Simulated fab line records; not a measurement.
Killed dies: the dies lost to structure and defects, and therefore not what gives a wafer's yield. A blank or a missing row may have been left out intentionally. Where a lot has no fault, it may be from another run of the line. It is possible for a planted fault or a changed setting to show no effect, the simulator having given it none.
fab line records    flow nandHarc
record lots=11  wafers=33  lastDay=25
route steps=1159 shown P_GATE@132 END@1159
lots with no fault: from the same line, run without faults
startH: hours from the record's first day to the start of the lot's first wafer shown    waitH: how many hours have passed since the lot's step before this one    " unchanged from the row above    L1.1+2: a row that stands for several wafers    - no value, or no start was given    * or withheld: withheld    < > ~ a bound
route shown NAME@n: NAME is a module with steps in the file, n the number in the route of the first one    usual: average and standard deviation across the fault-free wafers    same: alike in all rows    chamber/n: place in a boat    sites: the reading at each site    _std_site: how widely they spread, as a standard deviation    _edge_site: mean of outer sites minus mean of inner sites    radiusMm: for every site, how far away it sits from the centre of the wafer    mask NAME#n: copy n    behind: the last tool/chamber to shape the wafer    hold: reason for holding the lot/hours on hold/outcome of the hold    device: names the non-switching transistor (n, p or np)    end of line: tests of these same wafers at the route's end    a step given without rows: its recipe and nothing more    killed: not the wafer's yield, but the dies lost to structure and defects at the first sort    map: a wafer's dies, marking killed ones x, the rest . and places with no die _
set.NAME: the setting the step ran with; set.NAME@STEP: the setting that earlier step ran with    model.NAME: the simulator's own value behind a step, which no gauge read
steps of the route over a sample of lots; a table a step, a row a wafer
services: the hour from which a tool's chamber was out of use, counted from the record's first day as startH (under 0 if before that day), plus the number of hours and why
## steps
# step NHARC_P_GATE_DEP_103
# recipe targetThkA=300  targetThkNm=30  tempC=400  flowSccm=200  rfW=350  material=SiON
# usual heaterPowerW=774/86
lot.wafer  tool      chamber  startH  waitH  heaterPowerW
L715.2     pecvd-02  1        95.31   0.5    699
L715.3     "         2        "       "      755
L715.5     "         1        "       "      690
L716.2     pecvd-02  2        95.84   0.6    787
L716.6     "         0        "       "      708
L716.5     "         2        "       "      802
L727.1     pecvd-01  2        165.78  0.5    808
L727.3     "         1        "       "      765
L727.5     "         1        "       "      737
L726.3     pecvd-01  0        166.68  0.4    929
L726.6     "         0        "       "      964
L726.5     "         1        "       "      677
L731.2     pecvd-01  2        192.31  0.4    734
L731.1     "         1        "       "      730
L731.3     "         1        "       "      737
L732.1     pecvd-02  1        195.96  0.6    669
L732.3     "         0        "       "      720
L732.4     "         0        "       "      731
L733.1     pecvd-01  2        196.40  0.6    689
L733.5     "         0        "       "      848
L733.4     "         1        "       "      723
L734.2     pecvd-02  1        208.40  0.5    574
L734.4     "         1        "       "      580
L734.6     "         2        "       "      807
L735.2     pecvd-01  1        211.85  0.5    690
L735.6     "         1        "       "      693
L735.5     "         0        "       "      842
L737.2     pecvd-04  0        219.41  0.4    778
L737.1     "         1        "       "      835
L737.5     "         2        "       "      766
L736.1     pecvd-02  1        219.48  0.6    588
L736.6     "         0        "       "      677
L736.5     "         1        "       "      618
# step NHARC_P_GATE_INSPECT_28
# usual rawDefectCount=5.9/3
lot.wafer  tool              chamber  startH  waitH  rawDefectCount
L715.2     defectInspect-02  -        95.96   0.0    7
L715.3     "                 -        "       "      5
L715.5     "                 -        "       "      3
L716.2     defectInspect-01  -        96.47   0.0    6
L716.5     "                 -        "       "      3
L716.6     "                 -        "       "      41
L727.1     defectInspect-01  -        166.59  0.0    8
L727.3     "                 -        "       "      4
L727.5     "                 -        "       "      6
L726.3     defectInspect-02  -        167.34  0.0    4
L726.5     "                 -        "       "      2
L726.6     "                 -        "       "      6
L731.1     defectInspect-02  -        193.20  0.0    5
L731.2     "                 -        "       "      7
L731.3     "                 -        "       "      3
L732.1     defectInspect-01  -        196.76  0.0    3
L732.3     "                 -        "       "      2
L732.4     "                 -        "       "      8
L733.1     defectInspect-02  -        197.17  0.0    2
L733.4     "                 -        "       "      6
L733.5     "                 -        "       "      4
L734.2     defectInspect-01  -        209.18  0.0    3
L734.4     "                 -        "       "      5
L734.6     "                 -        "       "      8
L735.2     defectInspect-02  -        212.66  0.0    10
L735.5     "                 -        "       "      9
L735.6     "                 -        "       "      3
L737.1     defectInspect-01  -        220.21  0.0    3
L737.2     "                 -        "       "      3
L737.5     "                 -        "       "      6
L736.1     defectInspect-01  -        220.36  0.0    15
L736.5     "                 -        "       "      15
L736.6     "                 -        "       "      13
# step NHARC_P_GATE_DESCUM_31
# recipe timeS=3  o2FlowSccm=200  arFlowSccm=0  biasPowerW=0  chemistry=O2
# usual drypumpMotorCurrentA=5.7/0.47  oesProductAu=0.998/0.0063  rfVppV=58.0/0.92  showerheadPlenumPTorr=1.93/0.097  throttleValvePct=11.311/0.0096
lot.wafer  tool        chamber  startH  waitH  drypumpMotorCurrentA  oesProductAu  rfHoursCounterH  rfVppV  showerheadPlenumPTorr  throttleValvePct
L715.3     rieDiel-10  1        96.02   0.1    5.4                   0.995         23               57.6    1.77                   11.319
L715.2     "           3        "       "      5.3                   0.988         31               58.4    2.01                   11.301
L715.5     "           2        "       "      6.1                   1.001         -                58.0    2.04                   11.296
L716.2     rieDiel-04  0        96.54   0.1    5.7                   1.005         22               56.8    2.01                   11.310
L716.5     "           2        "       "      6.5                   1.006         -                58.7    1.83                   11.306
L716.6     "           3        "       "      5.3                   1.000         -                58.1    2.03                   11.301
L727.3     rieDiel-04  3        166.65  0.1    5.3                   1.007         7                57.1    2.02                   11.297
L727.1     "           2        "       "      6.6                   1.002         7                58.9    1.83                   11.316
L727.5     "           3        "       "      5.3                   1.002         -                59.0    2.02                   11.312
L726.3     rieDiel-10  3        167.40  0.1    5.3                   1.000         57               58.4    2.00                   11.289
L726.5     "           3        "       "      5.3                   0.995         -                57.4    2.00                   11.316
L726.6     "           0        "       "      5.2                   0.990         -                57.7    1.82                   11.312
L731.1     rieDiel-10  0        193.27  0.1    5.2                   1.003         3                58.2    1.82                   11.307
L731.3     "           2        "       "      6.1                   1.010         3                58.5    2.03                   11.327
L731.2     "           3        "       "      5.3                   1.003         3                58.4    2.00                   11.311
L732.1     rieDiel-04  1        196.83  0.1    5.7                   0.999         13               57.4    1.92                   11.325
L732.3     "           2        "       "      6.6                   0.998         13               56.4    1.83                   11.324
L732.4     "           3        "       "      5.3                   1.005         12               59.2    2.02                   11.321
L733.4     rieDiel-04  2        197.25  0.1    6.6                   0.996         13               57.9    1.83                   11.321
L733.1     "           3        "       "      5.3                   1.015         12               58.7    2.02                   11.313
L733.5     "           0        "       "      5.7                   1.020         -                59.0    2.00                   11.316
L734.2     rieDiel-04  0        209.26  0.1    5.7                   1.005         14               60.2    2.00                   11.316
L734.6     "           0        "       "      5.7                   1.009         -                57.4    2.00                   11.298
L734.4     "           2        "       "      6.5                   0.995         -                58.2    1.83                   11.288
L735.2     rieDiel-01  3        212.72  0.1    5.0                   1.003         29               57.0    1.79                   11.321
L735.6     "           3        "       "      5.0                   1.001         -                58.6    1.79                   11.309
L735.5     "           0        "       "      5.5                   0.992         -                59.1    1.85                   11.326
L737.2     rieDiel-04  3        220.27  0.1    5.3                   1.003         17               57.8    2.02                   11.319
L737.1     "           2        "       "      6.6                   0.992         18               59.1    1.83                   11.322
L737.5     "           2        "       "      6.6                   0.990         -                57.8    1.83                   11.320
L736.1     rieDiel-04  2        220.45  0.1    6.6                   0.993         18               56.6    1.83                   11.319
L736.5     "           3        "       "      5.3                   0.994         -                58.1    2.02                   11.303
L736.6     "           2        "       "      6.6                   0.992         -                57.0    1.83                   11.317
# step NHARC_P_GATE_ETCHBACK_37
# recipe targetDepthA=345  timeS=17.2  chf3FlowSccm=50  o2FlowSccm=10  arFlowSccm=200  rfW=500  biasW=200  chemistry=CHF3/O2
# usual biasW=200.0/0.58  drypumpMotorCurrentA=5.6/0.44  oesProductAu=0.95/0.033  rfVppV=371.0/2.8  showerheadPlenumPTorr=2.42/0.12  throttleValvePct=20.572/0.01
lot.wafer  tool        chamber  startH  waitH  biasW  drypumpMotorCurrentA  oesProductAu  rfHoursCounterH  rfVppV  showerheadPlenumPTorr  throttleValvePct
L715.3     rieDiel-04  3        -       -      200.0  5.3                   1.00          25               374.5   2.54                   20.557
L715.2     "           1        "       "      199.4  5.7                   1.00          24               370.7   2.42                   20.579
L715.5     "           3        "       "      199.0  5.3                   1.00          -                374.0   2.54                   20.575
L716.2     rieDiel-04  1        -       -      199.7  5.7                   0.93          24               370.1   2.42                   20.579
L716.5     "           1        "       "      198.8  5.6                   0.94          -                370.4   2.42                   20.574
L716.6     "           2        "       "      199.9  6.6                   0.94          -                369.2   2.31                   20.563
L727.1     rieDiel-01  1        -       -      200.5  6.0                   0.99          19               374.0   2.51                   20.559
L727.3     "           2        "       "      199.4  5.4                   0.99          18               368.3   2.29                   20.569
L727.5     "           3        "       "      200.0  5.0                   0.99          -                366.2   2.26                   20.572
L726.3     rieDiel-04  3        -       -      199.7  5.3                   0.93          9                373.2   2.53                   20.578
L726.6     "           3        "       "      199.0  5.3                   0.93          -                373.5   2.53                   20.587
L726.5     "           0        "       "      199.4  5.7                   0.93          -                372.4   2.51                   20.579
L731.3     rieDiel-10  1        -       -      201.0  5.4                   0.95          7                375.5   2.60                   20.561
L731.1     "           2        "       "      200.2  6.1                   0.94          6                372.7   2.54                   20.571
L731.2     "           3        "       "      199.2  5.3                   0.95          7                373.2   2.50                   20.567
L732.1     rieDiel-10  3        -       -      200.1  5.3                   0.92          8                373.5   2.50                   20.568
L732.3     "           0        "       "      201.4  5.2                   0.92          8                368.5   2.29                   20.583
L732.4     "           2        "       "      198.9  6.1                   0.93          7                374.8   2.54                   20.564
L733.1     rieDiel-04  2        -       -      199.2  6.5                   0.92          15               367.6   2.30                   20.564
L733.5     "           0        "       "      200.1  5.7                   0.94          -                372.6   2.51                   20.569
L733.4     "           2        "       "      200.2  6.5                   0.93          -                367.9   2.30                   20.563
L734.4     rieDiel-01  0        -       -      199.0  5.5                   0.99          27               367.6   2.32                   20.572
L734.2     "           2        "       "      199.5  5.4                   1.00          36               368.3   2.29                   20.566
L734.6     "           3        "       "      199.5  5.0                   1.00          -                367.4   2.25                   20.573
L735.2     rieDiel-10  0        -       -      199.9  5.2                   0.93          15               365.7   2.28                   20.583
L735.5     "           3        "       "      201.2  5.3                   0.92          -                373.7   2.50                   20.565
L735.6     "           0        "       "      199.7  5.2                   0.92          -                370.2   2.28                   20.581
L737.1     rieDiel-10  0        -       -      199.3  5.2                   1.00          17               367.1   2.28                   20.572
L737.2     "           3        "       "      201.0  5.3                   0.99          18               371.4   2.50                   20.572
L737.5     "           1        "       "      200.0  5.4                   1.00          -                373.4   2.59                   20.561
L736.1     rieDiel-10  1        -       -      200.2  5.4                   0.98          16               373.6   2.59                   20.558
L736.6     "           0        "       "      200.0  5.2                   1.00          -                368.4   2.28                   20.585
L736.5     "           1        "       "      200.8  5.4                   0.99          -                374.8   2.59                   20.578
# step NHARC_P_GATE_DESCUM_48
# recipe timeS=3  o2FlowSccm=200  arFlowSccm=0  biasPowerW=0  chemistry=O2
# usual drypumpMotorCurrentA=5.6/0.44  oesProductAu=0.999/0.0065  rfVppV=57.8/0.94  showerheadPlenumPTorr=1.92/0.099  throttleValvePct=11.311/0.0091
lot.wafer  tool        chamber  startH  waitH  drypumpMotorCurrentA  oesProductAu  rfHoursCounterH  rfVppV  showerheadPlenumPTorr  throttleValvePct
L715.3     rieDiel-10  0        108.02  -      5.2                   1.007         34               57.0    1.83                   11.313
L715.2     "           1        "       "      5.4                   1.004         28               57.0    1.77                   11.293
L715.5     "           2        "       "      6.1                   0.999         -                57.8    2.04                   11.305
L716.2     rieDiel-10  3        108.55  -      5.3                   0.999         36               57.7    2.01                   11.294
L716.6     "           0        "       "      5.2                   0.997         -                56.4    1.83                   11.294
L716.5     "           1        "       "      5.4                   0.988         -                56.8    1.77                   11.319
L727.1     rieDiel-04  3        179.04  -      5.3                   1.002         9                58.4    2.02                   11.307
L727.3     "           0        "       "      5.7                   1.009         9                57.2    2.00                   11.308
L727.5     "           3        "       "      5.3                   1.003         -                58.3    2.02                   11.314
L726.3     rieDiel-01  1        185.35  -      6.0                   0.996         23               57.8    2.00                   11.329
L726.6     "           3        "       "      5.0                   0.993         -                57.7    1.79                   11.312
L726.5     "           0        "       "      5.5                   0.996         -                57.0    1.85                   11.301
L731.2     rieDiel-01  1        205.33  -      5.9                   0.999         29               60.0    2.00                   11.335
L731.3     "           2        "       "      5.4                   1.000         28               58.6    1.82                   11.304
L731.1     "           0        "       "      5.6                   0.993         20               57.5    1.85                   11.309
L732.3     rieDiel-10  1        208.74  -      5.4                   0.993         8                59.7    2.07                   11.306
L732.4     "           2        "       "      6.1                   0.998         7                57.1    2.03                   11.297
L732.1     "           3        "       "      5.3                   1.001         8                59.2    2.00                   11.309
L733.1     rieDiel-04  0        209.19  -      5.7                   1.014         14               57.6    2.00                   11.312
L733.4     "           3        "       "      5.3                   0.995         -                58.3    2.02                   11.307
L733.5     "           0        "       "      5.7                   1.002         -                57.8    2.00                   11.313
L734.2     rieDiel-04  2        221.48  -      6.5                   0.998         18               56.9    1.83                   11.304
L734.6     "           2        "       "      6.6                   0.993         -                57.4    1.83                   11.322
L734.4     "           3        "       "      5.3                   0.993         -                57.3    2.02                   11.301
L735.2     rieDiel-04  1        225.33  -      5.6                   0.999         16               59.1    1.92                   11.324
L735.6     "           0        "       "      5.7                   1.010         -                56.9    2.00                   11.313
L735.5     "           1        "       "      5.6                   1.008         -                56.6    1.92                   11.307
L737.2     rieDiel-04  0        232.53  -      5.7                   0.995         19               58.3    2.00                   11.312
L737.1     "           2        "       "      6.6                   1.006         21               58.0    1.83                   11.310
L737.5     "           3        "       "      5.3                   0.992         -                59.4    2.02                   11.291
L736.1     rieDiel-01  1        232.71  -      6.0                   0.998         40               57.4    2.00                   11.310
L736.5     "           3        "       "      5.0                   0.998         -                55.6    1.78                   11.304
L736.6     "           0        "       "      5.5                   0.992         -                57.4    1.84                   11.333
# step NHARC_END_SORT_01
# recipe tempC=25
# usual killedAtArray=28/8.9  killedAtOther=0.8/1.2  killedAtPeriphery=3.3/2.3  killedDies=32/9.4  killedOpen=3.2/1.8  killedShort=1.9/1.4
# same grossDies=677
lot.wafer  tool       chamber  startH  waitH  killedAtArray  killedAtOther  killedAtPeriphery  killedDies  killedOpen  killedShort
L716.2     prober-02  0        457.44  2.8    17             1              6                  24          8           5
L716.5     prober-02  0        459.83  3.7    14             0              2                  16          3           1
L716.6     prober-02  0        460.63  4.0    14             0              20                 34          1           1
# killed by level:class
L716.2 A_STAIRCASE:chamberFilmFlake=3 A_CONTACT:geometricParticle:open=2 A_BLC:geometricParticle:short=2 A_CHANNEL_HOLE_D1:chamberFilmFlake=2 P_CONTACT:geometricParticle:open=1 P_M0:geometricParticle:open=1 P_M0:geometricParticle:short=1 A_CHANNEL_FILL_D1:geometricParticle:short=1
L716.5 A_STAIRCASE:chamberFilmFlake=3 A_CONTACT:chamberFilmFlake=3 P_GATE:chamberFilmFlake=2 A_BONDPAD:chamberFilmFlake=2 A_SOURCE_PLATE:geometricParticle:open=1 A_SGD_CUT:geometricParticle:short=1 A_CONTACT:geometricParticle:open=1 A_BLC:geometricParticle:open=1
L716.6 P_GATE:unspecified=18 A_CONTACT:chamberFilmFlake=5 A_BONDPAD:chamberFilmFlake=3 A_CHANNEL_HOLE_D1:chamberFilmFlake=2 A_STAIRCASE:chamberFilmFlake=2 P_CONTACT:geometricParticle:open=1 A_WL_FILL:geometricParticle:short=1 P_GATE:chamberFilmFlake=1
## services
tool        chamber  startH  hours  kind
rieDiel-04  2        83.07   9.1    repair
rieDiel-04  0        91.35   -      clean
rieDiel-04  1        91.35   -      clean
rieDiel-04  3        91.35   -      clean
pecvd-01    2        92.92   4.8    repair
pecvd-04    -        109.44  1.2    repair
rieDiel-04  -        111.90  9.0    pm
rieDiel-04  0        111.90  9.0    ventCycle
rieDiel-04  1        111.90  9.0    ventCycle
rieDiel-04  2        111.90  9.0    ventCycle
rieDiel-04  3        111.90  9.0    ventCycle
rieDiel-01  2        112.65  15.5   repair
rieDiel-04  0        120.90  -      clean
rieDiel-04  1        120.90  -      clean
rieDiel-01  -        138.09  9.0    pm
pecvd-02    2        150.86  4.2    repair
pecvd-01    -        152.58  4.9    repair
pecvd-02    -        153.97  13.0   pm
rieDiel-01  0        172.11  9.6    repair
rieDiel-10  -        176.50  9.0    pm
pecvd-01    0        191.02  3.6    repair
pecvd-04    -        195.82  13.0   pm
rieDiel-04  1        206.97  14.9   repair
pecvd-01    -        216.68  0.8    repair
## key
firstSign step=NHARC_P_GATE_INSPECT_28  reading=rawDefectCount  direction=up  sigmas=12  usual=5.9  struck=41
effect step=NHARC_END_SORT_01  reading=killedAtPeriphery  direction=up  sigmas=7.3  usual=3.3  struck=20
moreKillsBornAt NHARC_P_GATE_DEP_103@pecvd-02=18
metAt NHARC_P_GATE_DEP_103
struckLots L716
struckWafers L716.6
testerLeftOut L716
notActingAt NHARC_P_GATE_DESCUM_31,NHARC_P_GATE_ETCHBACK_37,NHARC_P_GATE_DESCUM_48
fault kind=chamberParticleSource  tool=pecvd-02  chamber=0  onsetH=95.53  steps=NHARC_P_GATE_DEP_103  ratePerVisitCm2=0.046876  endH=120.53
# testerLeftOut: of these lots the tester's yield and bins aren't shown, on N5 and GAA mostly nor the transistor test; their killed dies are dies lost to structure and defects alone, not to doping, threshold or leakage, so they don't give the yield
